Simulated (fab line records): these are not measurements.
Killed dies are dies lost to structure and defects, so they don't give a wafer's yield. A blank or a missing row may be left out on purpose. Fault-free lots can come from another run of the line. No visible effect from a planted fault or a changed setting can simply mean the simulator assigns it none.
What tool caused it? | flow n5Finfet | Sampling: 18 lots, 54 wafers, 6 of 1938 route steps

## WHAT THE GAUGES SHOWED, per wafer
The record holds no reading of a measuring or inspecting step that can be judged against a usual standard deviation.

## WHAT TOOL EACH LOT RAN ON (gives the tool, then ch and the chambers of the sampled wafers, and finally the start)
lot  | N5_GATE_CUT_DESCUM_18            | N5_GATE_CUT_HM_OPEN_40           | N5_GATE_CUT_CUT_ETCH_54          | N5_GATE_CUT_CMP_23            | N5_MOL_CONTACT_COAG_ETCH_59      | N5_MOL_CONTACT_COAG_TI_SIL_19
L074 | rieDiel-06 ch 0,2,3, day 4 11:33 | rieDiel-06 ch 0,2,3, day 4 11:43 | rieMetal-03 ch 0,1, day 4 12:01  | cmp-03 ch 1,3, day 4 13:53    | rieDiel-04 ch 0,2, day 4 15:30   | pvdSputter-03, day 4 17:08
L075 | rieDiel-05 ch 1,2, day 4 17:44   | rieDiel-05 ch 1,2, day 4 17:54   | rieMetal-02 ch 0,1, day 4 18:11  | cmp-01 ch 0,1, day 4 20:22    | rieDiel-03 ch 0,1,2, day 4 21:59 | pvdSputter-02, day 4 23:53
L076 | rieDiel-06 ch 1,3, day 5 00:54   | rieDiel-06 ch 1,3, day 5 01:04   | rieMetal-02 ch 0,1, day 5 01:22  | cmp-04 ch 2,3, day 5 03:18    | rieDiel-02 ch 0,1, day 5 04:47   | pvdSputter-03, day 5 06:35
L078 | rieDiel-05 ch 1,2, day 5 14:18   | rieDiel-05 ch 1,2, day 5 14:28   | rieMetal-03 ch 1, day 5 14:45    | cmp-04 ch 0,1,2, day 5 17:38  | rieDiel-03 ch 1,3, day 5 19:22   | pvdSputter-01, day 5 20:29
L079 | rieDiel-06 ch 0,3, day 5 16:56   | rieDiel-06 ch 0,3, day 5 17:06   | rieMetal-02 ch 0, day 5 17:23    | cmp-04 ch 0,1,3, day 5 19:18  | rieDiel-02 ch 0,2,3, day 5 20:48 | pvdSputter-01, day 5 21:49
L081 | rieDiel-05 ch 1,2,3, day 6 05:42 | rieDiel-05 ch 1,2,3, day 6 05:52 | rieMetal-01 ch 1, day 6 06:10    | cmp-03 ch 0,1,3, day 6 08:02  | rieDiel-03 ch 2,3, day 6 09:41   | pvdSputter-03, day 6 11:21
L082 | rieDiel-06 ch 1,2,3, day 6 12:08 | rieDiel-06 ch 1,2,3, day 6 12:19 | rieMetal-03 ch 0,1, day 6 12:36  | cmp-01 ch 0,1,2, day 6 14:31  | rieDiel-04 ch 2,3, day 6 15:58   | pvdSputter-03, day 6 17:38
L083 | rieDiel-01 ch 2,3, day 6 17:41   | rieDiel-01 ch 2,3, day 6 17:50   | rieMetal-01 ch 0,1, day 6 18:09  | cmp-01 ch 0,1,3, day 6 20:01  | rieDiel-04 ch 1,3, day 6 21:30   | pvdSputter-01, day 6 22:50
L084 | rieDiel-05 ch 0,1, day 6 21:43   | rieDiel-05 ch 0,1, day 6 21:53   | rieMetal-01 ch 0,1, day 6 22:11  | cmp-04 ch 1,2,3, day 7 00:08  | rieDiel-02 ch 0,2, day 7 01:33   | pvdSputter-02, day 7 02:53
L085 | rieDiel-01 ch 1,2,3, day 7 06:46 | rieDiel-01 ch 1,2,3, day 7 06:55 | rieMetal-03 ch 0,1, day 7 07:14  | cmp-04 ch 0,3, day 7 09:05    | rieDiel-03 ch 0,1,3, day 7 10:44 | pvdSputter-03, day 7 11:49
L086 | rieDiel-01 ch 0,1,3, day 7 17:07 | rieDiel-01 ch 0,1,3, day 7 17:17 | rieMetal-03 ch 0,1, day 7 17:36  | cmp-04 ch 0,2,3, day 7 19:34  | rieDiel-04 ch 2,3, day 7 20:57   | pvdSputter-01, day 7 23:40
L088 | rieDiel-06 ch 0,2,3, day 7 22:29 | rieDiel-06 ch 0,2,3, day 7 22:39 | rieMetal-03 ch 0,1, day 7 22:56  | cmp-01 ch 0,2,3, day 8 00:52  | rieDiel-04 ch 1,2,3, day 8 02:26 | pvdSputter-01, day 8 04:34
L089 | rieDiel-06 ch 0,1, day 8 04:13   | rieDiel-06 ch 0,1, day 8 04:23   | rieMetal-02 ch 0,1, day 8 04:41  | cmp-03 ch 0,3, day 8 06:35    | rieDiel-03 ch 1,2, day 8 08:02   | pvdSputter-01, day 8 10:33
L090 | rieDiel-01 ch 2,3, day 8 09:59   | rieDiel-01 ch 2,3, day 8 10:08   | rieMetal-02 ch 0,1, day 8 10:26  | cmp-01 ch 1,2,3, day 8 12:23  | rieDiel-04 ch 0,1,2, day 8 13:55 | pvdSputter-03, day 8 14:44
L093 | rieDiel-05 ch 0,1,2, day 9 02:41 | rieDiel-05 ch 0,1,2, day 9 02:51 | rieMetal-02 ch 0,1, day 9 03:08  | cmp-04 ch 0,1,3, day 9 05:05  | rieDiel-02 ch 0,1,2, day 9 06:31 | pvdSputter-01, day 9 07:39
L094 | rieDiel-05 ch 0,1,2, day 9 15:01 | rieDiel-05 ch 0,1,2, day 9 15:11 | rieMetal-01 ch 0,1, day 9 15:28  | cmp-04 ch 0,2,3, day 9 17:32  | rieDiel-04 ch 0,1,2, day 9 19:23 | pvdSputter-01, day 9 20:15
L095 | rieDiel-01 ch 0,2,3, day 9 17:07 | rieDiel-01 ch 0,2,3, day 9 17:17 | rieMetal-01 ch 0,1, day 9 17:35  | cmp-04 ch 0,1,3, day 9 19:34  | rieDiel-04 ch 2,3, day 9 21:10   | pvdSputter-02, day 9 22:11
L097 | rieDiel-06 ch 0,1, day 10 06:28  | rieDiel-06 ch 0,1, day 10 06:37  | rieMetal-01 ch 0,1, day 10 06:58 | cmp-01 ch 1,2,3, day 10 08:57 | rieDiel-02 ch 1,3, day 10 10:40  | pvdSputter-01, day 10 11:48
- N5_GATE_CUT_DESCUM_18: chemistry O2, time 7 s.
- N5_GATE_CUT_HM_OPEN_40: chemistry C4F6/O2, target SiO2, target depth 139 nm, time 85.1 s.
- N5_GATE_CUT_CUT_ETCH_54: etches TiN in Cl2/BCl3, target depth 96.7 nm.
- N5_GATE_CUT_CMP_23: polishes, stops on SiO2, t overpolish 23.4 s, target thk 16 nm.
- N5_MOL_CONTACT_COAG_ETCH_59: etches underlayer in N2/H2, target depth 13 nm, time 10.4 s.
- N5_MOL_CONTACT_COAG_TI_SIL_19: material Ti, target thk 4.2 nm, time 15 s.

## WHAT THE TOOLS THEMSELVES READ (means of the sampled wafers that have a number; where no wafer has one, the mark that the record gives instead)
N5_GATE_CUT_DESCUM_18. Usual: drypumpMotorCurrentA 5.7 A, standard deviation 0.5; o2FlowSccm 225.0 sccm, standard deviation 0.68; oesProductAu 0.76 a.u., standard deviation 0.046; rfVppV 242.9 V, standard deviation 1.2; showerheadPlenumPTorr 2.09 Torr, standard deviation 0.063; throttleValvePct 20.56 %, standard deviation 0.22.
lot  | tool       | drypumpMotorCurrentA (A) | o2FlowSccm (sccm) | oesProductAu (a.u.) | rfVppV (V) | showerheadPlenumPTorr (Torr) | throttleValvePct (%) | flag
L074 | rieDiel-06 | 6.0                      | 224.6             | 0.77                | 243.7      | 2.13                         | 20.47                | 
L075 | rieDiel-05 | 5.6                      | 224.4             | 0.75                | 243.0      | 2.10                         | 20.72                | 
L076 | rieDiel-06 | 5.5                      | 224.3             | 0.74                | 242.5      | 2.08                         | 20.77                | 
L078 | rieDiel-05 | 5.6                      | 225.2             | 0.74                | 243.4      | 2.09                         | 20.74                | 
L079 | rieDiel-06 | 6.0                      | 225.0             | 0.79                | 243.2      | 2.14                         | 20.30                | 
L081 | rieDiel-05 | 5.4                      | 224.7             | 0.76                | 243.1      | 2.09                         | 20.64                | 
L082 | rieDiel-06 | 5.8                      | 224.8             | 0.73                | 243.6      | 2.10                         | 20.73                | 
L083 | rieDiel-01 | 5.8                      | 225.2             | 0.83                | 243.3      | 2.04                         | 20.35                | 
L084 | rieDiel-05 | 5.4                      | 225.3             | 0.74                | 242.5      | 2.06                         | 20.64                | 
L085 | rieDiel-01 | 6.0                      | 225.8             | 0.78                | 242.4      | 2.02                         | 20.45                | 
L086 | rieDiel-01 | 5.8                      | 225.2             | 0.77                | 241.9      | 2.05                         | 20.44                | 
L088 | rieDiel-06 | 6.0                      | 225.1             | 0.74                | 244.1      | 2.12                         | 20.50                | 
L089 | rieDiel-06 | 5.6                      | 225.7             | 0.75                | 242.8      | 2.14                         | 20.66                | 
L090 | rieDiel-01 | 5.8                      | 225.2             | 0.82                | 242.3      | 2.04                         | 20.37                | 
L093 | rieDiel-05 | 5.8                      | 225.3             | 0.75                | 241.9      | 2.07                         | 20.66                | 
L094 | rieDiel-05 | 5.8                      | 224.9             | 0.74                | 243.2      | 2.07                         | 20.67                | 
L095 | rieDiel-01 | 5.6                      | 225.5             | 0.79                | 243.5      | 2.06                         | 20.39                | 
L097 | rieDiel-06 | 5.6                      | 225.8             | 0.74                | 244.0      | 2.13                         | 20.69                | 

N5_GATE_CUT_HM_OPEN_40. Usual: drypumpMotorCurrentA 5.7 A, standard deviation 0.5; etchRfOnTimeS 94.4 s, standard deviation 1.8; mfcArSccm 300.0 sccm, standard deviation 0.86; oes_ar_750_au 0.76 a.u., standard deviation 0.045; oesProductAu 0.68 a.u., standard deviation 0.041; rfVppV 661 V, standard deviation 12; showerheadPlenumPTorr 2.84 Torr, standard deviation 0.078; throttleValvePct 21.07 %, standard deviation 0.22.
lot  | tool       | drypumpMotorCurrentA (A) | etchRfOnTimeS (s) | mfcArSccm (sccm) | oes_ar_750_au (a.u.) | oesProductAu (a.u.) | rfVppV (V) | showerheadPlenumPTorr (Torr) | throttleValvePct (%) | flag
L074 | rieDiel-06 | 6.0                      | 93.5              | 300.1            | 0.76                 | 0.69                | 660        | 2.89                         | 20.94                | 
L075 | rieDiel-05 | 5.6                      | 96.7              | 300.7            | 0.73                 | 0.67                | 680        | 2.86                         | 21.32                | 
L076 | rieDiel-06 | 5.5                      | 96.0              | 300.2            | 0.74                 | 0.67                | 653        | 2.81                         | 21.14                | 
L078 | rieDiel-05 | 5.6                      | 95.6              | 299.9            | 0.73                 | 0.67                | 680        | 2.86                         | 21.34                | 
L079 | rieDiel-06 | 6.0                      | 94.9              | 300.1            | 0.79                 | 0.72                | 658        | 2.90                         | 20.78                | 
L081 | rieDiel-05 | 5.4                      | 95.6              | 299.4            | 0.74                 | 0.68                | 676        | 2.86                         | 21.21                | 
L082 | rieDiel-06 | 5.8                      | 94.5              | 301.2            | 0.73                 | 0.66                | 657        | 2.83                         | 21.15                | 
L083 | rieDiel-01 | 5.8                      | 94.2              | 300.0            | 0.81                 | 0.75                | 656        | 2.79                         | 20.91                | 
L084 | rieDiel-05 | 5.4                      | 94.2              | 300.4            | 0.74                 | 0.67                | 667        | 2.81                         | 21.21                | 
L085 | rieDiel-01 | 6.0                      | 93.4              | 299.7            | 0.77                 | 0.70                | 658        | 2.77                         | 21.00                | 
L086 | rieDiel-01 | 5.8                      | 95.7              | 299.8            | 0.76                 | 0.69                | 655        | 2.80                         | 21.02                | 
L088 | rieDiel-06 | 6.0                      | 93.8              | 300.2            | 0.75                 | 0.67                | 659        | 2.88                         | 20.98                | 
L089 | rieDiel-06 | 5.7                      | 94.8              | 301.0            | 0.75                 | 0.67                | 656        | 2.88                         | 21.04                | 
L090 | rieDiel-01 | 5.9                      | 94.8              | 299.7            | 0.81                 | 0.73                | 657        | 2.78                         | 20.93                | 
L093 | rieDiel-05 | 5.8                      | 93.0              | 299.9            | 0.74                 | 0.68                | 667        | 2.83                         | 21.23                | 
L094 | rieDiel-05 | 5.8                      | 92.6              | 299.9            | 0.74                 | 0.67                | 668        | 2.82                         | 21.24                | 
L095 | rieDiel-01 | 5.6                      | 93.5              | 300.0            | 0.79                 | 0.71                | 654        | 2.82                         | 20.96                | 
L097 | rieDiel-06 | 5.6                      | 96.1              | 300.9            | 0.73                 | 0.66                | 656        | 2.87                         | 21.05                | 

N5_GATE_CUT_CUT_ETCH_54. Usual: drypumpMotorCurrentA 5.4 A, standard deviation 0.46; etchRfOnTimeS 37.0 s, standard deviation 0.4; mfcArSccm 24.99 sccm, standard deviation 0.079; oes_ar_750_au 0.69 a.u., standard deviation 0.079; oesProductAu 0.63 a.u., standard deviation 0.074; throttleValvePct 22.4 %, standard deviation 0.3.
lot  | tool        | drypumpMotorCurrentA (A) | etchRfOnTimeS (s) | mfcArSccm (sccm) | oes_ar_750_au (a.u.) | oesProductAu (a.u.) | throttleValvePct (%) | flag
L074 | rieMetal-03 | 5.3                      | 37.3              | 25.01            | 0.64                 | 0.58                | 22.5                 | 
L075 | rieMetal-02 | 5.4                      | 36.7              | 24.87            | 0.82                 | 0.75                | 22.1                 | 
L076 | rieMetal-02 | 5.4                      | 36.5              | 25.07            | 0.81                 | 0.75                | 22.1                 | 
L078 | rieMetal-03 | 6.3                      | 37.2              | 25.06            | 0.69                 | 0.62                | 22.4                 | 
L079 | rieMetal-02 | 5.5                      | 36.5              | 24.89            | 0.87                 | 0.80                | 22.1                 | 
L081 | rieMetal-01 | 5.5                      | 36.9              | 24.97            | 0.65                 | 0.59                | 22.9                 | 
L082 | rieMetal-03 | 5.8                      | 36.9              | 25.02            | 0.66                 | 0.60                | 22.5                 | 
L083 | rieMetal-01 | 5.4                      | 37.1              | 25.03            | 0.66                 | 0.60                | 22.7                 | 
L084 | rieMetal-01 | 5.4                      | 37.2              | 24.94            | 0.67                 | 0.62                | 22.4                 | 
L085 | rieMetal-03 | 5.8                      | 37.2              | 25.08            | 0.65                 | 0.60                | 22.5                 | 
L086 | rieMetal-03 | 5.3                      | 37.2              | 24.92            | 0.63                 | 0.57                | 22.6                 | 
L088 | rieMetal-03 | 5.8                      | 37.4              | 25.09            | 0.65                 | 0.59                | 22.5                 | 
L089 | rieMetal-02 | 5.3                      | 36.8              | 25.05            | 0.73                 | 0.66                | 22.1                 | 
L090 | rieMetal-02 | 5.4                      | 37.0              | 24.93            | 0.79                 | 0.71                | 22.1                 | 
L093 | rieMetal-02 | 5.3                      | 36.5              | 25.06            | 0.73                 | 0.66                | 22.2                 | 
L094 | rieMetal-01 | 5.4                      | 36.6              | 24.84            | 0.65                 | 0.60                | 22.7                 | 
L095 | rieMetal-01 | 5.4                      | 37.3              | 24.95            | 0.66                 | 0.61                | 22.4                 | 
L097 | rieMetal-01 | 5.4                      | 36.8              | 24.93            | 0.64                 | 0.59                | 22.7                 | 

N5_GATE_CUT_CMP_23. Usual: motorCurrentA 9.1 A, standard deviation 0.75; overpolishRunS 23.400 s, standard deviation 0.0088; retainingRingPressureFrac 0.999, standard deviation 0.0049; timeToEndpointS 19.2 s, standard deviation 2.4.
lot  | tool   | motorCurrentA (A) | overpolishRunS (s) | retainingRingPressureFrac | timeToEndpointS (s) | flag
L074 | cmp-03 | 9.2               | 23.403             | 1.002                     | 18.7                | 
L075 | cmp-01 | 9.3               | 23.404             | 0.992                     | 21.7                | 
L076 | cmp-04 | 8.9               | 23.401             | 0.996                     | 16.1                | 
L078 | cmp-04 | 9.0               | 23.403             | 0.997                     | 18.5                | 
L079 | cmp-04 | 9.5               | 23.395             | 1.001                     | 16.6                | 
L081 | cmp-03 | 8.6               | 23.402             | 0.998                     | 19.6                | 
L082 | cmp-01 | 9.0               | 23.398             | 0.997                     | 20.7                | 
L083 | cmp-01 | 9.0               | 23.399             | 0.998                     | 20.3                | 
L084 | cmp-04 | 8.9               | 23.399             | 1.004                     | 16.4                | 
L085 | cmp-04 | 10.2              | 23.400             | 1.003                     | 20.2                | 
L086 | cmp-04 | 9.4               | 23.396             | 0.998                     | 18.4                | 
L088 | cmp-01 | 8.9               | 23.398             | 0.999                     | 15.4                | 
L089 | cmp-03 | 8.0               | 23.397             | 1.003                     | 22.1                | 
L090 | cmp-01 | 9.4               | 23.413             | 1.002                     | 18.5                | 
L093 | cmp-04 | 9.7               | 23.398             | 1.001                     | 19.8                | 
L094 | cmp-04 | 9.4               | 23.410             | 0.998                     | 19.9                | 
L095 | cmp-04 | 9.7               | 23.399             | 0.998                     | 19.0                | 
L097 | cmp-01 | 9.0               | 23.404             | 0.998                     | 19.2                | 

N5_MOL_CONTACT_COAG_ETCH_59. Usual: drypumpMotorCurrentA is 5.9 A with standard deviation 0.4, etchRfOnTimeS is 10.43 s with standard deviation 0.19, h2FlowSccm is 200.0 sccm with standard deviation 0.6, oesProductAu is 0.68 a.u. with standard deviation 0.075, rfVppV is 523.8 V with standard deviation 2.3, showerheadPlenumPTorr is 2.54 Torr with standard deviation 0.084, and throttleValvePct is 17.81 % with standard deviation 0.22.
lot  | tool       | drypumpMotorCurrentA (A) | etchRfOnTimeS (s) | h2FlowSccm (sccm) | oesProductAu (a.u.) | rfVppV (V) | showerheadPlenumPTorr (Torr) | throttleValvePct (%) | flag
L074 | rieDiel-04 | 5.9                      | 10.39             | 200.2             | 0.61                | 521.6      | 2.44                         | 17.91                | 
L075 | rieDiel-03 | 6.1                      | 10.48             | 199.8             | 0.66                | 523.5      | 2.52                         | 17.81                | 
L076 | rieDiel-02 | 6.2                      | 10.32             | 200.2             | 0.66                | 523.2      | 2.51                         | 17.69                | 
L078 | rieDiel-03 | 6.1                      | 10.52             | 200.1             | 0.63                | 520.7      | 2.45                         | 18.01                | 
L079 | rieDiel-02 | 5.9                      | 10.61             | 200.6             | 0.65                | 524.6      | 2.58                         | 17.93                | 
L081 | rieDiel-03 | 5.8                      | 10.51             | 200.3             | 0.64                | 521.8      | 2.47                         | 17.92                | 
L082 | rieDiel-04 | 5.8                      | 10.33             | 200.1             | 0.68                | 523.1      | 2.55                         | 18.01                | 
L083 | rieDiel-04 | 5.9                      | 10.39             | 199.6             | 0.74                | 523.0      | 2.52                         | 17.59                | 
L084 | rieDiel-02 | 6.2                      | 10.56             | 200.6             | 0.70                | 523.3      | 2.52                         | 17.78                | 
L085 | rieDiel-03 | 6.2                      | 10.48             | 200.1             | 0.62                | 522.3      | 2.45                         | 17.94                | 
L086 | rieDiel-04 | 5.5                      | 10.31             | 199.7             | 0.72                | 525.0      | 2.58                         | 18.04                | 
L088 | rieDiel-04 | 5.8                      | 10.33             | 199.9             | 0.70                | 523.5      | 2.53                         | 17.83                | 
L089 | rieDiel-03 | 6.0                      | 10.35             | 199.8             | 0.65                | 524.2      | 2.54                         | 17.88                | 
L090 | rieDiel-04 | 6.0                      | 10.42             | 199.4             | 0.70                | 524.5      | 2.56                         | 17.64                | 
L093 | rieDiel-02 | 6.1                      | 10.52             | 200.2             | 0.64                | 524.3      | 2.53                         | 17.80                | 
L094 | rieDiel-04 | 6.1                      | 10.44             | 200.5             | 0.69                | 524.7      | 2.56                         | 17.66                | 
L095 | rieDiel-04 | 5.4                      | 10.41             | 199.9             | 0.70                | 524.9      | 2.57                         | 18.07                | 
L097 | rieDiel-02 | 5.7                      | 10.53             | 199.9             | 0.69                | 524.1      | 2.57                         | 17.82                | 

N5_MOL_CONTACT_COAG_TI_SIL_19. Usual: susceptorTempC 199.96 C, standard deviation 0.16; throttleValvePct 29.9 %, standard deviation 1.
lot  | tool          | susceptorTempC (C) | throttleValvePct (%) | flag
L074 | pvdSputter-03 | 200.20             | 30.4                 | 
L075 | pvdSputter-02 | 199.72             | 29.0                 | 
L076 | pvdSputter-03 | 199.92             | 30.2                 | 
L078 | pvdSputter-01 | 199.87             | 29.3                 | 
L079 | pvdSputter-01 | 200.02             | 29.5                 | 
L081 | pvdSputter-03 | 200.11             | 30.8                 | 
L082 | pvdSputter-03 | 199.92             | 30.5                 | 
L083 | pvdSputter-01 | 199.99             | 29.5                 | 
L084 | pvdSputter-02 | 200.03             | 29.6                 | 
L085 | pvdSputter-03 | 199.69             | 31.0                 | 
L086 | pvdSputter-01 | 199.96             | 28.9                 | 
L088 | pvdSputter-01 | 199.98             | 29.8                 | 
L089 | pvdSputter-01 | 200.11             | 29.5                 | 
L090 | pvdSputter-03 | 199.91             | 31.0                 | 
L093 | pvdSputter-01 | 199.90             | 29.5                 | 
L094 | pvdSputter-01 | 200.04             | 29.3                 | 
L095 | pvdSputter-02 | 200.07             | 29.1                 | 
L097 | pvdSputter-01 | 199.83             | 29.3                 | 

## THE ANSWER, worked out from the rows above alone
Rule: a lot is off if the mean of its wafers that have a number lies more than 3 standard deviations from the usual mean. A lot without any number at a reading at which 4 lots or more have one is off too. Where the step has rows for the other lots, those lots are counted as sound. After the gauges, taken in route order, come the tools' own readings; for these a lot's mean is taken, as printed above. The first step at which some lot is off is used, and at that step the reading that is off furthest; a lot without a number counts as furthest.
No lot is off on any of the readings shown, so nothing can be concluded from this.

## WHAT THE SIMULATOR HAD PUT IN
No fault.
